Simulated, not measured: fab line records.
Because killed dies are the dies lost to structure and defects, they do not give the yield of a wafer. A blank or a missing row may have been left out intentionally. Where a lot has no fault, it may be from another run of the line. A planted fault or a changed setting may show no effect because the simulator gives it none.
fab line records ; flow nandHarc
record lots=6; wafers=18; lastDay=24
route steps=1159 shown A_CONTACT@930 A_BLC@964 END@1159
lots that met no fault: taken from a fault-free run of the same line
startH: hours from the record's opening day to when the first of the lot's shown wafers began ; waitH: hours from the lot's prior step to this one ; " identical to the entry in the row above ; L1.1+2: several wafers, shown together as one row ; - no value, or no start given ; * or withheld: withheld ; < > ~ a bound
route shown NAME@n: a module of which the file shows steps, and the number in the route of the first ; usual: mean and standard deviation over wafers with no fault ; same: alike in all rows ; chamber/n: place in a boat ; sites: readings site by site ; _std_site: their standard deviation ; _edge_site: inner sites' mean taken away from outer sites' mean ; radiusMm: for every site, how far away it sits from the centre of the wafer ; mask NAME#n: copy n ; behind: the most recent tool/chamber to have shaped the wafer ; hold: why the lot was held/for how many hours/how that ended ; device: the n, p or np transistor that did not switch ; end of line: the same wafers' tests at the end of the route ; a step without rows: its recipe alone ; killed: not the wafer's yield, but the dies lost to structure and defects at the first sort ; map: shows each die of a wafer: x if killed, . if not, _ if none is there
set.NAME: the setting that was run; set.NAME@STEP: the one run at that earlier step ; model.NAME: the simulator's own value behind a step, which no gauge read
lots at selected steps of the route; one table per step, one row per wafer
services: when a tool's chamber went out of use (startH, in hours from the record's first day, below 0 if earlier), for how many hours, and the reason
## steps
# step NHARC_A_CONTACT_SOFTBAKE_03
# recipe tempC=105; timeS=55
# step NHARC_A_CONTACT_EBR_04
# step NHARC_A_CONTACT_EXPOSE_05
# recipe na=1.35; sigmaOuter=0.8; doseMj=84.24; maskId=A_CC
# step NHARC_A_CONTACT_PEB_06
# recipe pebTempC=100; pebTimeS=65
# step NHARC_A_CONTACT_DEVELOP_07
# recipe developTimeS=35; devTempC=23
# step NHARC_A_CONTACT_CD_MEAS_08
# recipe targetCdNm=100; landingEnergyEv=500
# usual cdNm=100.0/0.65
lot.wafer;tool;chamber;startH;waitH;cdNm
L152.1;cdSem-02;0;395.23;-;100.5
L152.2;cdSem-02;0;395.23;-;100.3
L152.4;cdSem-02;0;395.23;-;100.0
L156.1;cdSem-03;0;423.79;-;99.9
L156.3;cdSem-03;0;423.79;-;99.6
L156.4;cdSem-03;0;423.79;-;100.7
L160.2;cdSem-01;0;456.16;-;99.8
L160.4;cdSem-01;0;456.16;-;99.4
L160.6;cdSem-01;0;456.16;-;98.5
L166.2;cdSem-03;0;476.27;-;99.2
L166.4;cdSem-03;0;476.27;-;98.6
L166.5;cdSem-03;0;476.27;-;99.4
L169.2;cdSem-03;0;492.52;-;100.1
L169.4;cdSem-03;0;492.52;-;100.0
L169.5;cdSem-03;0;492.52;-;99.9
L172.3;cdSem-02;0;524.43;-;99.4
L172.4;cdSem-02;0;524.43;-;100.4
L172.6;cdSem-02;0;524.43;-;99.3
# step NHARC_A_CONTACT_OVL_MEAS_09
# usual overlayXNm=-0.1/0.77; overlayYNm=0.4/0.8
lot.wafer;tool;chamber;startH;waitH;overlayXNm;overlayYNm
L152.1;overlay-01;-;395.32;-;0.7;0.2
L152.2;overlay-01;-;395.32;-;0.7;0.6
L152.4;overlay-01;-;395.32;-;0.9;1.2
L156.1;overlay-02;-;423.88;-;0.9;-1.1
L156.3;overlay-02;-;423.88;-;0.7;-0.5
L156.4;overlay-02;-;423.88;-;0.7;-0.4
L160.2;overlay-02;-;456.25;-;-0.6;0.3
L160.4;overlay-02;-;456.25;-;-1.0;0.6
L160.6;overlay-02;-;456.25;-;-1.0;1.1
L166.2;overlay-01;-;476.36;-;-0.9;0.4
L166.4;overlay-01;-;476.36;-;-1.0;0.2
L166.5;overlay-01;-;476.36;-;-1.3;-0.3
L169.2;overlay-01;-;492.61;-;-1.1;0.8
L169.4;overlay-01;-;492.61;-;-0.8;0.7
L169.5;overlay-01;-;492.61;-;-1.0;0.9
L172.3;overlay-02;-;524.51;-;-1.1;1.7
L172.4;overlay-02;-;524.51;-;-0.6;1.5
L172.6;overlay-02;-;524.51;-;-1.0;2.0
# step NHARC_A_CONTACT_INSPECT_10
# usual rawDefectCount=30/13
lot.wafer;tool;chamber;startH;waitH;rawDefectCount
L152.1;defectInspect-01;-;395.35;0.0;26
L152.2;defectInspect-01;-;395.35;0.0;39
L152.4;defectInspect-01;-;395.35;0.0;26
L156.1;defectInspect-01;-;423.91;0.0;25
L156.3;defectInspect-01;-;423.91;0.0;32
L156.4;defectInspect-01;-;423.91;0.0;32
L160.2;defectInspect-01;-;456.28;0.0;25
L160.4;defectInspect-01;-;456.28;0.0;24
L160.6;defectInspect-01;-;456.28;0.0;28
L166.2;defectInspect-01;-;476.39;0.0;67
L166.4;defectInspect-01;-;476.39;0.0;64
L166.5;defectInspect-01;-;476.39;0.0;58
L169.2;defectInspect-02;-;492.65;0.0;42
L169.4;defectInspect-02;-;492.65;0.0;36
L169.5;defectInspect-02;-;492.65;0.0;40
L172.3;defectInspect-01;-;524.55;0.0;33
L172.4;defectInspect-01;-;524.55;0.0;35
L172.6;defectInspect-01;-;524.55;0.0;37
# step NHARC_A_CONTACT_DESCUM_13
# recipe timeS=3; o2FlowSccm=200; arFlowSccm=0; biasPowerW=0; chemistry=O2
# usual drypumpMotorCurrentA=5.9/0.49; oesProductAu=1.000/0.012; rfVppV=57.6/0.95; showerheadPlenumPTorr=1.87/0.091; throttleValvePct=11.311/0.0098
# same timeS=3
lot.wafer;tool;chamber;startH;waitH;drypumpMotorCurrentA;oesProductAu;rfHoursCounterH;rfVppV;showerheadPlenumPTorr;throttleValvePct
L152.4;rieDiel-12;2;395.41;0.1;5.4;0.989;0;58.3;1.92;11.322
L152.2;rieDiel-12;3;395.41;0.1;6.3;1.016;1;55.4;1.78;11.316
L152.1;rieDiel-12;0;395.41;0.1;6.6;1.007;1;57.9;1.89;11.312
L156.1;rieDiel-05;2;423.98;0.1;6.3;0.994;28;57.6;2.05;11.315
L156.4;rieDiel-05;3;423.98;0.1;4.8;1.001;29;57.7;1.84;11.316
L156.3;rieDiel-05;0;423.98;0.1;5.9;0.989;25;56.4;1.78;11.301
L160.4;rieDiel-08;1;456.40;0.1;6.5;1.008;48;57.3;1.78;11.300
L160.2;rieDiel-08;3;456.40;0.1;6.0;0.974;53;56.8;1.86;11.320
L160.6;rieDiel-08;0;456.40;0.1;5.8;0.999;-;57.0;1.78;11.299
L166.2;rieDiel-05;0;476.47;0.1;5.9;0.992;37;58.2;1.77;11.316
L166.4;rieDiel-05;1;476.47;0.1;5.9;1.020;38;58.0;1.82;11.303
L166.5;rieDiel-05;2;476.47;0.1;6.3;1.012;-;58.4;2.04;11.296
L169.4;rieDiel-05;1;492.71;0.1;6.0;1.022;45;58.3;1.82;11.307
L169.2;rieDiel-05;0;492.71;0.1;5.9;1.002;45;57.2;1.77;11.323
L169.5;rieDiel-05;2;492.71;0.1;6.3;0.996;-;56.4;2.04;11.304
L172.3;rieDiel-08;3;524.74;0.2;6.0;1.001;18;57.6;1.85;11.306
L172.4;rieDiel-08;1;524.74;0.2;6.5;0.990;17;58.1;1.77;11.283
L172.6;rieDiel-08;2;524.74;0.2;6.0;0.994;-;59.9;2.05;11.308
# step NHARC_A_CONTACT_ETCH_88
# recipe targetDepthA=390; overEtchFrac=0.3; timeS=65; ionEnergyEv=80; cf4FlowSccm=150; arFlowSccm=0; rfW=300; biasW=100; chemistry=CF4
# step NHARC_A_CONTACT_ETCH_89
# recipe targetDepthA=2600; overEtchFrac=0.3; timeS=475.3; ionEnergyEv=200; n2FlowSccm=150; h2FlowSccm=150; arFlowSccm=0; rfW=400; biasW=150; chemistry=N2/H2
# step NHARC_A_CONTACT_ETCH_30
# recipe targetDepthA=605; timeS=30.2; cf4FlowSccm=100; chf3FlowSccm=30; arFlowSccm=0; rfW=500; biasW=200; chemistry=CF4/CHF3
# step NHARC_A_CONTACT_ETCH_31
# recipe targetDepthA=20000; overEtchFrac=0.3; timeS=520; ionEnergyEv=150; o2FlowSccm=400; cosFlowSccm=20; arFlowSccm=0; rfW=500; biasW=300; chemistry=O2/COS
# usual drypumpMotorCurrentA=6.0/0.49; oesProductAu=1.000/0.012; rfVppV=313.3/2.2; showerheadPlenumPTorr=3.06/0.14; throttleValvePct=28.330/0.0098
# same timeS=520
lot.wafer;tool;chamber;startH;waitH;drypumpMotorCurrentA;oesProductAu;rfHoursCounterH;rfVppV;showerheadPlenumPTorr;throttleValvePct
L152.4;rieDiel-12;2;396.22;-;5.4;1.000;1;314.2;3.13;28.340
L152.2;rieDiel-12;3;396.22;-;6.3;1.023;2;310.1;2.91;28.325
L152.1;rieDiel-12;0;396.22;-;6.6;1.008;1;314.3;3.08;28.341
L156.1;rieDiel-05;2;424.57;-;6.4;0.992;29;317.3;3.33;28.331
L156.4;rieDiel-05;3;424.57;-;4.8;1.008;29;312.3;3.01;28.316
L156.3;rieDiel-05;0;424.57;-;5.9;0.997;26;311.0;2.91;28.337
L160.4;rieDiel-08;0;457.40;-;5.9;1.003;55;311.1;2.91;28.341
L160.2;rieDiel-08;1;457.40;-;6.5;1.007;49;311.1;2.92;28.312
L160.6;rieDiel-08;1;457.40;-;6.5;1.001;-;311.2;2.92;28.325
L166.2;rieDiel-05;3;477.08;-;4.8;0.997;46;313.4;3.00;28.325
L166.4;rieDiel-05;1;477.08;-;6.0;1.020;38;311.9;2.98;28.335
L166.5;rieDiel-05;3;477.08;-;4.8;0.993;-;313.2;3.00;28.335
L169.2;rieDiel-05;0;493.46;-;5.9;0.986;45;312.2;2.90;28.323
L169.4;rieDiel-05;2;493.46;-;6.4;0.993;51;316.5;3.31;28.333
L169.5;rieDiel-05;0;493.46;-;5.9;0.990;-;310.6;2.90;28.324
L172.3;rieDiel-08;0;525.56;-;5.8;0.997;19;317.7;3.36;28.322
L172.4;rieDiel-08;3;525.56;-;6.0;1.019;19;313.1;3.03;28.332
L172.6;rieDiel-08;0;525.56;-;5.8;0.982;-;318.3;3.36;28.325
# step NHARC_A_CONTACT_ETCH_134
# recipe sourceW=withheld; pressureMtorr=20; biasV=withheld; timeS=140; targetDepthA=7000; arFlowSccm=withheld; c4f8FlowSccm=withheld; o2FlowSccm=withheld; chemistry=C4F8/O2/Ar
# step NHARC_A_CONTACT_ETCH_135
# recipe sourceW=withheld; pressureMtorr=20; biasV=3000; timeS=132; targetDepthA=12870; arFlowSccm=withheld; c4f8FlowSccm=withheld; o2FlowSccm=withheld; chemistry=C4F8/O2/Ar
# step NHARC_A_CONTACT_ETCH_136
# recipe sourceW=withheld; pressureMtorr=20; biasV=3000; timeS=132; targetDepthA=12870; arFlowSccm=withheld; c4f8FlowSccm=withheld; o2FlowSccm=withheld; chemistry=C4F8/O2/Ar
# step NHARC_A_CONTACT_ETCH_137
# recipe sourceW=withheld; pressureMtorr=20; biasV=3000; timeS=132; targetDepthA=12870; arFlowSccm=withheld; c4f8FlowSccm=withheld; o2FlowSccm=withheld; chemistry=C4F8/O2/Ar
# same timeS=132
lot.wafer;tool;chamber;startH;waitH;rfHoursCounterH
L152.1;harCapEtch-01;1;397.03;0.1;60
L152.2;harCapEtch-01;0;397.03;0.1;60
L152.4;harCapEtch-01;0;397.03;0.1;-
L156.1;harCapEtch-02;1;425.56;0.1;20
L156.4;harCapEtch-02;1;425.56;0.1;-
L156.3;harCapEtch-02;0;425.56;0.1;-
L160.2;harCapEtch-01;0;458.76;0.1;71
L160.4;harCapEtch-01;1;458.76;0.1;-
L160.6;harCapEtch-01;1;458.76;0.1;-
L166.2;harCapEtch-02;0;477.89;0.1;31
L166.4;harCapEtch-02;1;477.89;0.1;-
L166.5;harCapEtch-02;1;477.89;0.1;-
L169.2;harCapEtch-02;1;494.30;0.1;34
L169.4;harCapEtch-02;1;494.30;0.1;-
L169.5;harCapEtch-02;0;494.30;0.1;-
L172.3;harCapEtch-01;0;526.45;0.1;-
L172.4;harCapEtch-01;1;526.45;0.1;-
L172.6;harCapEtch-01;1;526.45;0.1;-
# step NHARC_A_CONTACT_ETCH_138
# recipe sourceW=withheld; pressureMtorr=20; biasV=3000; timeS=132; targetDepthA=12890; arFlowSccm=withheld; c4f8FlowSccm=withheld; o2FlowSccm=withheld; chemistry=C4F8/O2/Ar
# step NHARC_A_CONTACT_ETCH_139
# recipe sourceW=withheld; pressureMtorr=20; biasV=400; timeS=137; targetDepthA=5900; arFlowSccm=withheld; c4f8FlowSccm=11.5; o2FlowSccm=7.2; chemistry=C4F8/O2/Ar
# step NHARC_A_CONTACT_ETCH_92
# recipe targetDepthA=400; overEtchFrac=0.5; timeS=85.7; ionEnergyEv=120; ch3fFlowSccm=50; o2FlowSccm=30; arFlowSccm=200; rfW=500; biasW=100; chemistry=CH3F/O2
# usual drypumpMotorCurrentA=5.9/0.51; oesProductAu=0.939/0.03; rfVppV=243.7/1.7; showerheadPlenumPTorr=2.41/0.11; throttleValvePct=20.664/0.0093
# same timeS=85.7
lot.wafer;tool;chamber;startH;waitH;drypumpMotorCurrentA;oesProductAu;rfHoursCounterH;rfVppV;showerheadPlenumPTorr;throttleValvePct
L152.2;rieDiel-08;2;397.68;0.3;6.1;0.921;34;246.2;2.65;20.657
L152.1;rieDiel-08;0;397.68;0.3;5.9;0.926;34;243.1;2.29;20.676
L152.4;rieDiel-08;0;397.68;0.3;5.8;0.919;-;243.3;2.29;20.660
L156.1;rieDiel-12;3;426.38;0.4;6.3;0.930;6;242.7;2.29;20.646
L156.3;rieDiel-12;0;426.38;0.4;6.6;0.926;7;245.2;2.43;20.669
L156.4;rieDiel-12;1;426.38;0.4;6.0;0.926;6;243.6;2.41;20.665
L160.2;rieDiel-12;1;459.42;0.4;6.0;1.004;11;243.8;2.40;20.660
L160.4;rieDiel-12;2;459.42;0.4;5.4;0.991;13;244.5;2.46;20.668
L160.6;rieDiel-12;0;459.42;0.4;6.6;1.022;-;244.2;2.42;20.680
L166.2;rieDiel-05;2;478.54;0.4;6.3;0.946;45;245.9;2.62;20.656
L166.4;rieDiel-05;3;478.54;0.4;4.8;0.936;46;242.5;2.36;20.663
L166.5;rieDiel-05;3;478.54;0.4;4.8;0.934;-;245.0;2.36;20.660
L169.2;rieDiel-08;0;495.00;0.4;5.8;0.913;3;246.9;2.66;20.679
L169.4;rieDiel-08;1;495.00;0.4;6.5;0.920;3;240.9;2.29;20.668
L169.5;rieDiel-08;1;495.00;0.4;6.4;0.926;-;241.0;2.29;20.684
L172.4;rieDiel-05;2;527.08;0.3;6.3;1.007;0;246.6;2.61;20.665
L172.3;rieDiel-05;0;527.08;0.3;5.9;0.997;0;247.1;2.66;20.656
L172.6;rieDiel-05;1;527.08;0.3;6.0;0.986;-;244.6;2.34;20.657
# step NHARC_A_CONTACT_ETCH_98
# recipe targetDepthA=200; overEtchFrac=0.5; timeS=10; ionEnergyEv=250; c4f6FlowSccm=25; o2FlowSccm=20; arFlowSccm=500; rfW=600; biasW=500; chemistry=C4F6/O2
# step NHARC_A_CONTACT_CD_MEAS_15
# usual cdNm=89.9/0.79
lot.wafer;tool;chamber;startH;waitH;cdNm
L152.1;cdSem-02;-;397.93;-;90.3
L152.2;cdSem-02;-;397.93;-;89.2
L152.4;cdSem-02;-;397.93;-;90.7
L156.1;cdSem-03;-;426.59;-;90.5
L156.3;cdSem-03;-;426.59;-;90.0
L156.4;cdSem-03;-;426.59;-;89.1
L160.2;cdSem-01;-;459.61;-;88.6
L160.4;cdSem-01;-;459.61;-;89.8
L160.6;cdSem-01;-;459.61;-;89.4
L166.2;cdSem-03;-;478.80;-;90.7
L166.4;cdSem-03;-;478.80;-;89.7
L166.5;cdSem-03;-;478.80;-;90.0
L169.2;cdSem-01;-;495.22;-;90.9
L169.4;cdSem-01;-;495.22;-;90.8
L169.5;cdSem-01;-;495.22;-;90.2
L172.3;cdSem-02;-;527.29;-;89.9
L172.4;cdSem-02;-;527.29;-;90.1
L172.6;cdSem-02;-;527.29;-;89.4
# step NHARC_A_CONTACT_STRIP_107
# recipe n2FlowSccm=150; h2FlowSccm=150; arFlowSccm=0; biasW=0; chemistry=N2/H2
# step NHARC_A_CONTACT_STRIP_108
# recipe cf4FlowSccm=100; chf3FlowSccm=30; arFlowSccm=0; biasW=0; chemistry=CF4/CHF3
# step NHARC_A_CONTACT_STRIP_109
# recipe o2FlowSccm=400; cosFlowSccm=20; arFlowSccm=0; biasW=0; chemistry=O2/COS
# step NHARC_A_CONTACT_ETCH_110
# recipe targetDepthA=500; overetchA=50; timeS=27.5; ionEnergyEv=100; cf4FlowSccm=80; o2FlowSccm=20; arFlowSccm=0; rfW=300; biasW=100; chemistry=CF4/O2
# usual drypumpMotorCurrentA=6.0/0.49; oes_f_703_au=1.000/0.0043; oesProductAu=1.002/0.012; rfVppV=197.2/1.5; showerheadPlenumPTorr=1.30/0.056; throttleValvePct=13.397/0.0083
# same timeS=27.5
lot.wafer;tool;chamber;startH;waitH;drypumpMotorCurrentA;oes_f_703_au;oesProductAu;rfHoursCounterH;rfVppV;showerheadPlenumPTorr;throttleValvePct
L152.1;rieDiel-12;0;398.22;0.1;6.6;0.997;0.998;3;197.6;1.32;13.377
L152.4;rieDiel-12;2;398.22;0.1;5.4;1.002;0.984;1;197.9;1.34;13.406
L152.2;rieDiel-12;3;398.22;0.1;6.3;1.001;0.998;2;195.6;1.24;13.384
L156.3;rieDiel-12;2;426.88;0.1;5.4;1.003;0.995;5;198.0;1.34;13.403
L156.4;rieDiel-12;3;426.88;0.1;6.3;1.008;1.007;6;198.3;1.24;13.395
L156.1;rieDiel-12;0;426.88;0.1;6.6;1.001;1.000;7;198.5;1.32;13.404
L160.2;rieDiel-12;3;460.18;0.1;6.2;0.996;1.020;14;195.8;1.24;13.385
L160.4;rieDiel-12;1;460.18;0.1;6.0;0.999;1.011;11;197.3;1.31;13.396
L160.6;rieDiel-12;0;460.18;0.1;6.6;0.996;1.000;-;198.3;1.32;13.388
L166.2;rieDiel-12;1;479.13;0.1;5.9;1.006;1.012;14;197.1;1.31;13.405
L166.5;rieDiel-12;1;479.13;0.1;5.9;0.999;1.007;-;196.2;1.30;13.396
L166.4;rieDiel-12;2;479.13;0.1;5.4;0.999;0.989;-;199.8;1.33;13.391
L169.4;rieDiel-12;2;495.55;0.1;5.4;0.995;0.990;20;198.0;1.33;13.397
L169.2;rieDiel-12;3;495.55;0.1;6.2;0.998;1.008;21;195.3;1.24;13.395
L169.5;rieDiel-12;2;495.55;0.1;5.4;0.992;0.990;-;197.1;1.33;13.396
L172.3;rieDiel-12;2;527.57;0.0;5.4;0.993;0.979;26;197.2;1.33;13.392
L172.4;rieDiel-12;1;527.57;0.0;6.0;0.997;1.000;23;198.0;1.30;13.410
L172.6;rieDiel-12;3;527.57;0.0;6.3;1.001;1.001;-;194.3;1.24;13.394
# step NHARC_A_CONTACT_STRIP_26
# recipe o2FlowSccm=500; arFlowSccm=0; biasW=0; chemistry=O2
# step NHARC_A_CONTACT_STRIP_27
# recipe timeS=600; tempC=30; chemistry=postEtchResidueRemover
# step NHARC_A_CONTACT_ALD_18
# recipe targetThkA=30; pulseTimeS=1; aldCycles=150; tempC=450; material=TiN
# step NHARC_A_CONTACT_CVD_19
# recipe targetThkA=3000; tempC=300; pressureTorr=40; wf6FlowSccm=40; h2FlowSccm=1600; arFlowSccm=1560; timeS=802; material=W
# usual heaterPowerW=456/29; susceptorTempC=300.00/0.2; throttleValvePct=7.82/0.18
# same timeS=802
lot.wafer;tool;chamber;startH;waitH;heaterPowerW;susceptorTempC;throttleValvePct
L152.1;cvdW-02;0;-;-;455;300.18;7.78
L152.2;cvdW-02;1;-;-;429;299.96;8.08
L152.4;cvdW-02;1;-;-;431;299.84;7.87
L156.1;cvdW-01;0;-;-;462;300.46;7.90
L156.3;cvdW-01;0;-;-;462;299.97;8.03
L156.4;cvdW-01;1;-;-;504;300.12;7.64
L160.2;cvdW-01;0;-;-;454;-;7.60
L160.4;cvdW-01;0;-;-;462;-;7.58
L160.6;cvdW-01;0;-;-;456;-;7.87
L166.2;cvdW-01;1;-;-;496;299.80;7.69
L166.4;cvdW-01;1;-;-;505;300.03;7.46
L166.5;cvdW-01;1;-;-;499;300.01;7.44
L169.2;cvdW-02;1;-;-;426;299.94;7.99
L169.4;cvdW-02;0;-;-;448;300.31;7.74
L169.5;cvdW-02;1;-;-;424;299.88;7.86
L172.3;cvdW-02;0;-;-;459;299.66;7.87
L172.4;cvdW-02;1;-;-;415;300.34;8.21
L172.6;cvdW-02;1;-;-;425;299.96;8.06
# step NHARC_A_CONTACT_CMP_20
# recipe tOverpolishS=30; targetThkNm=300
# step NHARC_A_CONTACT_SRD_22
# step NHARC_A_BLC_DEHYDRATE_00
# recipe tempC=150; timeS=120
# step NHARC_A_BLC_HMDS_01
# recipe timeS=30
# step NHARC_A_BLC_COAT_02
# recipe tempC=260; timeS=75
# step NHARC_A_BLC_COAT_03
# recipe tempC=225; timeS=65
# step NHARC_A_BLC_COAT_04
# recipe spinRpm=1500; resistThkNm=90
# step NHARC_A_BLC_SOFTBAKE_05
# recipe tempC=105; timeS=55
# step NHARC_A_BLC_EBR_06
# step NHARC_A_BLC_EXPOSE_07
# recipe na=1.35; targetCdNm=100; doseMj=67.97; maskId=A_BLC
# step NHARC_END_SORT_01
# recipe tempC=25
# usual killedAtArray=29/10; killedAtOther=0.7/1; killedAtPeriphery=3.7/2.6; killedDies=33/10; killedOpen=3.4/1.8; killedShort=1.8/1.3
# same grossDies=677
lot.wafer;tool;chamber;startH;waitH;killedAtArray;killedAtOther;killedAtPeriphery;killedDies;killedOpen;killedShort
L152.1;prober-02;0;456.46;2.5;26;2;2;30;7;2
L152.2;prober-02;0;457.25;2.8;31;2;3;36;0;2
L152.4;prober-02;0;458.82;3.4;20;0;7;27;3;3
L156.1;prober-02;0;483.91;2.5;24;1;3;28;3;1
L156.3;prober-02;0;485.53;3.1;33;0;9;42;4;3
L156.4;prober-02;0;486.34;3.4;30;0;10;40;2;2
L166.2;prober-02;0;544.51;2.8;126;0;1;127;1;1
L166.4;prober-02;0;546.09;3.4;126;0;2;128;1;2
L166.5;prober-02;0;546.88;3.7;126;1;2;129;3;1
L169.2;prober-01;0;552.31;2.8;77;0;3;80;0;1
L169.4;prober-01;0;553.91;3.4;118;0;4;122;1;1
L169.5;prober-01;0;554.71;3.7;84;0;3;87;2;2
# killed by level:class
L152.1 A_CHANNEL_HOLE_D1:chamberFilmFlake=10 A_CHANNEL_FILL_D1:geometricParticle:open=4 A_STAIRCASE:chamberFilmFlake=4 A_CONTACT:geometricParticle:open=3 A_CONTACT:chamberFilmFlake=2 THIN_TSV:chamberFilmFlake=2 A_CHANNEL_FILL_D1:geometricParticle:short=1 A_WL_FILL:geometricParticle:short=1
L152.2 A_CHANNEL_HOLE_D1:chamberFilmFlake=23 A_STAIRCASE:chamberFilmFlake=3 A_SLIT:chamberFilmFlake=2 THIN_TSV:chamberFilmFlake=2 A_SOURCE_PLATE:geometricParticle:short=1 A_CHANNEL_HOLE_D1:geometricParticle:short=1 P_ZERO_WELL:chamberFilmFlake=1 P_STI:chamberFilmFlake=1
L152.4 A_CHANNEL_HOLE_D1:chamberFilmFlake=13 P_ZERO_WELL:chamberFilmFlake=3 A_CONTACT:chamberFilmFlake=2 P_CONTACT:geometricParticle:short=1 P_CONTACT:geometricParticle:open=1 P_M0:geometricParticle:short=1 A_SOURCE_PLATE:geometricParticle:open=1 A_CHANNEL_FILL_D1:geometricParticle:short=1
L156.1 A_CHANNEL_HOLE_D1:chamberFilmFlake=12 A_STAIRCASE:chamberFilmFlake=3 A_CONTACT:chamberFilmFlake=3 P_CONTACT:geometricParticle:open=1 A_ONON_D1:geometricParticle:open=1 A_WL_FILL:geometricParticle:open=1 A_BLC:geometricParticle:short=1 P_STI:chamberFilmFlake=1
L156.3 A_CHANNEL_HOLE_D1:chamberFilmFlake=17 P_BONDPAD:chamberFilmFlake=5 A_STAIRCASE:chamberFilmFlake=5 A_M1:chamberFilmFlake=4 A_CHANNEL_FILL_D1:geometricParticle:open=2 P_ZERO_WELL:chamberFilmFlake=2 P_M0:geometricParticle:open=1 A_ONON_D1:geometricParticle:short=1
L156.4 A_CHANNEL_HOLE_D1:chamberFilmFlake=16 A_STAIRCASE:chamberFilmFlake=7 P_BONDPAD:chamberFilmFlake=5 P_STI:chamberFilmFlake=4 A_M1:chamberFilmFlake=2 A_CHANNEL_FILL_D1:geometricParticle:short=1 A_CONTACT:geometricParticle:open=1 A_BLC:geometricParticle:open=1
L166.2 A_CONTACT:unspecified=73 A_SLIT:chamberFilmFlake=19 A_CHANNEL_HOLE_D1:chamberFilmFlake=17 A_STAIRCASE:chamberFilmFlake=7 A_CONTACT:chamberFilmFlake=6 A_SGD_CUT:chamberFilmFlake=3 P_CONTACT:geometricParticle:open=1 A_CHANNEL_FILL_D1:geometricParticle:short=1
L166.4 A_CONTACT:unspecified=77 A_CHANNEL_HOLE_D1:chamberFilmFlake=20 A_SLIT:chamberFilmFlake=12 A_SGD_CUT:chamberFilmFlake=7 A_STAIRCASE:chamberFilmFlake=5 A_CONTACT:chamberFilmFlake=3 P_CONTACT:geometricParticle:open=1 A_ONON_D1:geometricParticle:short=1
L166.5 A_CONTACT:unspecified=79 A_SLIT:chamberFilmFlake=17 A_CHANNEL_HOLE_D1:chamberFilmFlake=15 A_CONTACT:chamberFilmFlake=5 A_SGD_CUT:chamberFilmFlake=4 A_STAIRCASE:chamberFilmFlake=3 P_M0:geometricParticle:open=1 A_CHANNEL_FILL_D1:geometricParticle:open=1
L169.2 A_CONTACT:unspecified=52 A_CHANNEL_HOLE_D1:chamberFilmFlake=13 A_CONTACT:chamberFilmFlake=8 A_STAIRCASE:chamberFilmFlake=4 P_GATE:geometricParticle:short=1 P_ZERO_WELL:chamberFilmFlake=1 P_CONTACT:chamberFilmFlake=1
L169.4 A_CONTACT:unspecified=84 A_CHANNEL_HOLE_D1:chamberFilmFlake=20 A_CONTACT:chamberFilmFlake=9 P_CONTACT:chamberFilmFlake=2 A_CHANNEL_FILL_D1:chamberFilmFlake=2 A_STAIRCASE:chamberFilmFlake=2 P_M0:geometricParticle:open=1 A_M1:geometricParticle:short=1
L169.5 A_CONTACT:unspecified=53 A_CHANNEL_HOLE_D1:chamberFilmFlake=13 A_CONTACT:chamberFilmFlake=11 A_CONTACT:geometricParticle:open=2 P_STI:chamberFilmFlake=2 A_STAIRCASE:chamberFilmFlake=2 P_CONTACT:geometricParticle:short=1 A_CONTACT:geometricParticle:short=1
# map L166.5 (x killed, . not)
____________.____________
_________......._________
_______..........._______
______.............______
_____.........xx...._____
____........x.x......____
____.......x..x......____
___.x.x.....x..x......___
___........x.x..x.....___
__............xxx......__
__.....x........x......__
_..........x....x......._
_.......x......x........_
_...x.x...x.........xx.x_
_...........x..........x_
_.......x..............._
x......................xx
......x..............xxxx
.x...................xx.x
..x....xx.............xxx
x...xxxxx................
_..xxxxxx..............._
_..xxxxxx.x............._
_xxxxxxxx..............._
_.xxxxxxxxx............._
_.xxxxxxxx.............._
__xxxxxxxx.............__
__xxxxxxx..............__
___xxxxxxx............___
___xxxxxx.x...........___
____xxxx.............____
____....x..........x.____
_____..............._____
______.............______
_______...x......._______
_________......._________
____________.____________
# map L169.4 (x killed, . not)
____________.____________
_________......._________
_______..........._______
______.............______
_____..............._____
____....x............____
____x............x...____
___...................___
___...x...............___
__.....x...............__
__......x..............__
_....x..x..............._
_....xx................._
_......xx..............._
_..x..x.xx........x....._
_....x.x...x............_
......xxxx..x............
......x..x...............
.......x.x.x.............
.....xxxxxx............x.
...xx.xxxx...............
_....xxxxxxx.x.........._
_...xxxxxxxx............_
_....xxxxxxx............_
_..xxxxxxxxx.x.......x.._
_...xxxxxxxxx..........._
__..xxxxxxxx...........__
__..xxxxxxxx....x......__
___..xxxxxxx..........___
___..xxxx.x...x.......___
____..xxxxx..........____
____....x............____
_____..............._____
______.............______
_______..........._______
_________......._________
____________.____________
## services
tool;chamber;startH;hours;kind
cvdW-02;-;377.78;13.0;pm
rieDiel-12;-;379.64;9.0;pm
rieDiel-12;0;379.64;9.0;ventCycle
rieDiel-12;1;379.64;9.0;ventCycle
rieDiel-12;2;379.64;12.6;ventCycle
rieDiel-12;3;379.64;9.0;ventCycle
rieDiel-12;0;388.64;-;clean
rieDiel-12;1;388.64;-;clean
rieDiel-12;3;388.64;-;clean
rieDiel-08;1;393.69;15.0;repair
rieDiel-12;0;413.14;-;clean
rieDiel-12;1;413.14;-;clean
rieDiel-12;2;413.14;-;clean
rieDiel-12;3;413.14;-;clean
rieDiel-12;0;437.64;-;clean
rieDiel-05;1;439.54;9.8;repair
rieDiel-12;1;441.76;11.6;repair
rieDiel-05;0;452.51;7.6;repair
rieDiel-05;-;452.60;2.0;repair
cvdW-01;-;477.91;13.0;pm
rieDiel-12;0;478.21;5.0;repair
rieDiel-08;-;479.57;9.0;pm
rieDiel-05;3;508.06;6.2;repair
rieDiel-05;-;517.75;9.0;pm
## key
firstSign step=NHARC_END_SORT_01; reading=killedAtArray; direction=up; sigmas=8.1; usual=29; struck=110
effect step=NHARC_END_SORT_01; reading=killedDies; direction=up; sigmas=7.8; usual=33; struck=112
moreKillsBornAt NHARC_A_CONTACT_ETCH_31@rieDiel-05=411
metAt NHARC_A_CONTACT_ETCH_31
struckWafers L166.2,L166.4,L166.5,L169.2,L169.4,L169.5
testerLeftOut L166,L169
onsetBetween 424.57 477.08
alsoFits NHARC_A_CONTACT_DESCUM_13:rieDiel-05,NHARC_A_CONTACT_ETCH_137:harCapEtch-02
fault kind=chamberParticleSource; tool=rieDiel-05; chamber=-; onsetH=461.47; steps=NHARC_A_CONTACT_ETCH_31; ratePerVisitCm2=0.77846; endH=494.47
# testerLeftOut: of these lots the tester's yield and bins aren't shown, on N5 and GAA mostly nor the transistor test; their killed dies are dies lost to structure and defects alone, not to doping, threshold or leakage, so they don't give the yield
